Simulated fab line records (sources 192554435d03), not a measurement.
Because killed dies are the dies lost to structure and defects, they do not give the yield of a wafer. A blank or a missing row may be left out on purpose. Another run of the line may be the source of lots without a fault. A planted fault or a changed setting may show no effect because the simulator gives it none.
The same fault as seen by 2 desks | flow n5 finfet | each desk holds nothing but its own numbers, with what lay behind them at the end

## METROLOGY DESK
Lot by lot, what the gauges showed, no matter which tool ran the lot: averages of those sampled wafers that carry a number. If a lot's mean is further than 4 standard deviations from the usual mean, the lot is out of limits and carries the mark OUT (the distance appears in the brackets). Of its 10 readings 7 are shown: those that lie furthest out on some lot.
Columns: A = DIBL_N at N5_BEOL_M4_RC_MEAS_101, usual 37.1 mV/V; B = DIBL_P at N5_BEOL_M4_RC_MEAS_101, usual 37.2 mV/V; C = IOFF_N at N5_BEOL_M4_RC_MEAS_101, usual 0.17 nA/um; D = SS_N at N5_BEOL_M4_RC_MEAS_101, usual 71.7 mV/dec; E = SS_P at N5_BEOL_M4_RC_MEAS_101, usual 73.6 mV/dec; F = VT_N at N5_BEOL_M4_RC_MEAS_101, usual 248.9 mV; G = VT_P at N5_BEOL_M4_RC_MEAS_101, usual -251 mV
lot  | first seen here | A    | B    | C    | D    | E    | F     | G
L816 | day 8 19:38     | 35.4 | 36.4 | 0.17 | 71.6 | 73.3 | 248.3 | -252
L817 | day 8 22:56     | 36.2 | 37.0 | 0.16 | 71.5 | 73.4 | 248.5 | -253
L818 | day 9 10:14     | 36.3 | 37.0 | 0.18 | 71.2 | 73.6 | 247.5 | -247
L819 | day 10 00:26    | 38.1 | 37.7 | 0.19 | 71.9 | 74.1 | 246.3 | -249
L824 | day 10 19:43    | 36.0 | 38.0 | 0.16 | 71.4 | 74.1 | 248.9 | -254
L825 | day 11 00:59    | 37.0 | 36.5 | 0.16 | 71.4 | 73.8 | 250.0 | -250
L826 | day 11 19:04    | 38.1 | 39.3 | 0.19 | 72.0 | 74.4 | 248.9 | -252
L830 | day 12 17:26    | 39.0 | 39.4 | 0.21 | 72.3 | 73.8 | 245.9 | -253
L831 | day 12 22:01    | 37.2 | 36.3 | 0.16 | 71.8 | 73.3 | 250.7 | -250
L832 | day 12 22:56    | 34.3 | 36.6 | 0.14 | 71.0 | 73.4 | 250.2 | -250
L835 | day 14 06:01    | 37.7 | 36.6 | 0.18 | 71.9 | 73.6 | 246.8 | -251
This desk's verdict: no lot among the 11 shows anything out of limits.

## TOOL OWNER'S DESK, litho track-02
The tool's own readings at N5_BEOL_M3_COAT_61 (time 60 s, resist thk 60 nm): means of the sampled wafers that have a number, for each lot that ran on this tool. If a lot's mean is further than 4 standard deviations from the usual mean, the lot is out of limits and carries the mark OUT (the distance appears in the brackets).
Columns: A = chill plate temp C at N5_BEOL_M3_COAT_61, usual 22.98 C; B = heater power total W at N5_BEOL_M3_COAT_61, usual 500.4 W; C = run length s at N5_BEOL_M3_COAT_61, usual 65.98 s
lot  | first seen here | A     | B               | C
L816 | day 7 18:55     | 22.96 | 500.1           | 65.94
L819 | day 8 18:22     | 22.92 | 501.1           | 65.82
L824 | day 9 15:05     | 22.82 | 500.8           | 65.98
L826 | day 10 08:28    | 22.98 | 499.5           | 65.92
L832 | day 11 22:52    | 23.15 | 547.0 (+26) OUT | 57.94 (-62) OUT
L835 | day 12 21:23    | 22.97 | 547.7 (+26) OUT | 58.00 (-61) OUT
Finding of this desk: L832, L835 out of limits; the first was L832 at day 11 22:52, on heater power total W at N5_BEOL_M3_COAT_61. L816, L819, L824, L826: within limits.

## ALL TOGETHER
At day 11 22:52, on L832, L835, the tool owner's desk was in a position to raise an alarm.
From the metrology desk's view, nothing was out of limits.
The metrology desk holds a record of L832, L835, inside its limits.
The lots listed all ran N5_BEOL_M3_COAT_61 on litho track-02.

## WHAT THE SIMULATOR HAD PUT IN
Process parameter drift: litho track-02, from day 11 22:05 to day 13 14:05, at N5_BEOL_M3_COAT_61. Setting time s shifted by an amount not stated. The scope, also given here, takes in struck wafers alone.
Shown lots that were struck: L832, L835.
How many hours passed from the start of the fault until each desk's first out-of-limits reading: the tool owner's desk, 1.
